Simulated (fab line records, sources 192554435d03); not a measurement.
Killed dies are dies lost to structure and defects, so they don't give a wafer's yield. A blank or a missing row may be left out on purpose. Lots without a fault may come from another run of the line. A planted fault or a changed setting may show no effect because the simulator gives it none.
A struck lot beside a sound one | flow n5_finfet | 34 steps out of a route of 1938
Sound: wafers L833.2, L833.3, L833.6. Struck: wafers L840.2, L840.3, L840.4. The cause comes at the end.
At each step with rows: each side's tool, then ch and its chambers, then its first start. Under that, the readings that differ: sound wafers | struck wafers | difference of the means | sigmas: that difference in standard deviations of wafers without a fault.
alike: readings whose means differ by less than 2 such deviations, and words and numbers that are the same on both sides. not compared: withheld readings, readings that some wafer has no value for, bounds like >300 that may hide the same value, and numbers for which the record gives no deviation and whose values overlap.
The two part at a step that has a row with sigmas, a row that says differs or no value, or rows on one side only. Numbers that don't overlap but have no deviation are shown without sigmas and don't part them. A reading that every wafer of one side lacks parts them only if that side has two wafers or more.

first, 10 steps without rows for these wafers: N5_BEOL_M10_HM_STRIP_39 (strips TiN in peroxide tin strip, target depth 25 nm, time 158 s); N5_BEOL_M10_SRD_40 (time 30 s); N5_BEOL_M10_PRECLEAN_42 (cleans in residue remover, time 60 s); N5_BEOL_M10_SRD_43 (time 30 s); N5_BEOL_M10_CURE_72 (cures SiCOH lowk, time 120 s); N5_BEOL_M10_DEGAS_44 (time 60 s); N5_BEOL_M10_PRE_CLEAN_45 (time 30 s); N5_BEOL_M10_ALD_74 (deposits TaN, target thk 2 nm, pulse time 2 s, purge time 3 s); N5_BEOL_M10_SURFACE_TREAT_76; N5_BEOL_M10_CVD_75 (deposits Co from CCTBA/H2, target thk 2 nm, time 138.9 s).
N5_BEOL_M10_SPUTTER_48: material Cu, target thk 12 nm, time 2 s.
  sound on pvd_sputter-02, day 12 04:55; struck on pvd_sputter-02, day 14 04:20
  alike: throttle_valve_pct
then, 22 steps without rows for these wafers: N5_BEOL_M10_ECD_50 (material Cu, target thk 318 nm); N5_BEOL_M10_ANNEAL_51 (time 90 s); N5_BEOL_M10_CMP_52 (polishes, stops on SiCOH lowk, t overpolish 7 s, target thk 140 nm); N5_BEOL_M10_PRE_CLEAN_55 (time 15 s); N5_BEOL_M10_DEP_56 (deposits SiCN from 3MS/NH3, target thk 15 nm, time 26.5 s); N5_BEOL_M11_ILD_DEP_00 (deposits SiCOH lowk from DEMS/porogen, target thk 308.51 nm, time 58 s); N5_BEOL_M11_CURE_71 (cures SiCOH lowk, time 240 s); N5_BEOL_M11_PECVD_70 (deposits SiO2 from TEOS/O2, target thk 20 nm, time 22.7 s); N5_BEOL_M11_HM_DEP_02 (deposits TiN, target thk 20 nm); N5_BEOL_M11_COAT_59 (time 60 s, resist thk 100 nm); N5_BEOL_M11_COAT_60 (time 60 s, resist thk 30 nm); N5_BEOL_M11_COAT_05 (resist thk 90 nm); N5_BEOL_M11_EBR_07; N5_BEOL_M11_SOFTBAKE_06 (time 60 s); N5_BEOL_M11_EXPOSE_08 (exposes mask M11); N5_BEOL_M11_PEB_09 (peb time 60 s); N5_BEOL_M11_DEVELOP_10 (develop time 30 s); N5_BEOL_M11_DESCUM_16 (chemistry O2, time 7.9 s); N5_BEOL_M11_ETCH_61 (etches SiARC in CF4, target depth 39 nm, time 65 s); N5_BEOL_M11_ETCH_62 (etches SOC in N2/H2, target depth 110 nm, overetch 22 nm, time 165 s); N5_BEOL_M11_STRIP_68 (strips in N2/H2); N5_BEOL_M11_STRIP_67 (strips in CF4).
N5_PASSIVATION_PROBE_49:
  the record has rows for the struck wafers here (prober-02, day 16 03:07) and none for the sound ones

WHERE THEY PART
Only at N5_PASSIVATION_PROBE_49, within this record.

WHY: what the simulator had put in
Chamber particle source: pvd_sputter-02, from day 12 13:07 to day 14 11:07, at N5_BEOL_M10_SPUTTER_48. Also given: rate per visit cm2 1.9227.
